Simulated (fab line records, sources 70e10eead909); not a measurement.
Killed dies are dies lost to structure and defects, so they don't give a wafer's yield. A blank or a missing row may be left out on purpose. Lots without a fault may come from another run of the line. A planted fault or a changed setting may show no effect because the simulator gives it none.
One fault seen from 2 desks | flow nand_harc | each desk has only its own numbers; what lay behind them comes last

THE TOOL OWNER'S DESK: rie_diel-09
The tool's own readings at NHARC_A_M1_ETCH_28 (etches the open film in CF4/N2, target depth 30 nm, time 72.99 s): means of the sampled wafers that have a number, for each lot that ran on this tool. A lot is out of limits, marked OUT, if its mean lies more than 4 standard deviations from the usual mean; the brackets give that distance.
Columns: A = bias_w at NHARC_A_M1_ETCH_28, usual 99.98 W; B = drypump_motor_current_A at NHARC_A_M1_ETCH_28, usual 5.6 A; C = oes_product_au at NHARC_A_M1_ETCH_28, usual 0.998 a.u.; D = rf_vpp_V at NHARC_A_M1_ETCH_28, usual 315.5 V; E = showerhead_plenum_p_Torr at NHARC_A_M1_ETCH_28, usual 2.70 Torr; F = throttle_valve_pct at NHARC_A_M1_ETCH_28, usual 19.795 %
lot  | first seen here | A      | B   | C                | D     | E    | F
L514 | day 27 07:35    | 100.17 | 5.6 | 0.853 (-20) OUT  | 316.1 | 2.70 | 19.793
L516 | day 27 23:01    | 100.08 | 5.2 | 0.928 (-9.9) OUT | 316.1 | 2.74 | 19.797
L522 | day 30 12:58    | 100.18 | 5.2 | 0.995            | 316.0 | 2.74 | 19.795
L524 | day 31 03:25    | 99.87  | 5.2 | 0.995            | 315.8 | 2.74 | 19.796
L528 | day 32 23:02    | 99.80  | 5.2 | 0.993            | 316.3 | 2.74 | 19.786
This desk's finding: out of limits on L514, L516; first on L514, day 27 07:35 (oes_product_au at NHARC_A_M1_ETCH_28). In limits: L522, L524, L528.

THE METROLOGY DESK
What the gauges read, lot by lot, whatever tool the lot ran on: means of the sampled wafers that have a number. A lot is out of limits, marked OUT, if its mean lies more than 4 standard deviations from the usual mean; the brackets give that distance.
Columns: A = thk_nm at NHARC_A_M0_THK_MEAS_24, usual 114.0 nm; B = cd_nm at NHARC_A_M1_CD_MEAS_16, usual 119.8 nm
lot  | first seen here | A     | B
L506 | day 24 00:03    | 114.0 | 120.1
L505 | day 24 00:56    | 113.1 | 119.5
L514 | day 27 05:13    | 114.2 | 119.2
L516 | day 27 20:25    | 114.5 | 120.3
L518 | day 28 07:49    | 113.7 | 119.9
L520 | day 28 20:12    | 113.4 | 119.7
L522 | day 30 10:35    | 113.2 | 119.7
L525 | day 30 17:13    | 113.8 | 119.6
L523 | day 30 17:48    | 114.4 | 120.4
L524 | day 31 01:04    | 113.2 | 120.0
L526 | day 31 21:06    | 114.5 | 119.9
L527 | day 32 07:59    | 113.2 | 118.8
L528 | day 32 20:47    | 114.5 | 120.4
This desk's finding: nothing out of limits on any of the 13 lots.

PUT TOGETHER
The tool owner's desk could have raised an alarm at day 27 07:35, on L514, L516.
The metrology desk saw nothing out of limits.
The metrology desk has L514, L516 on record, within its limits.
Of the lots named, all ran NHARC_A_M1_ETCH_28 on rie_diel-09.

WHAT THE SIMULATOR HAD PUT IN
Process parameter drift: rie_diel-09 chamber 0, from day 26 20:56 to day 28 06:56, at NHARC_A_M1_ETCH_28. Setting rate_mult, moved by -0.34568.
Lots struck among those shown: L514, L516.
Hours from the fault's start to each desk's first reading out of limits: the tool owner's desk, 11.
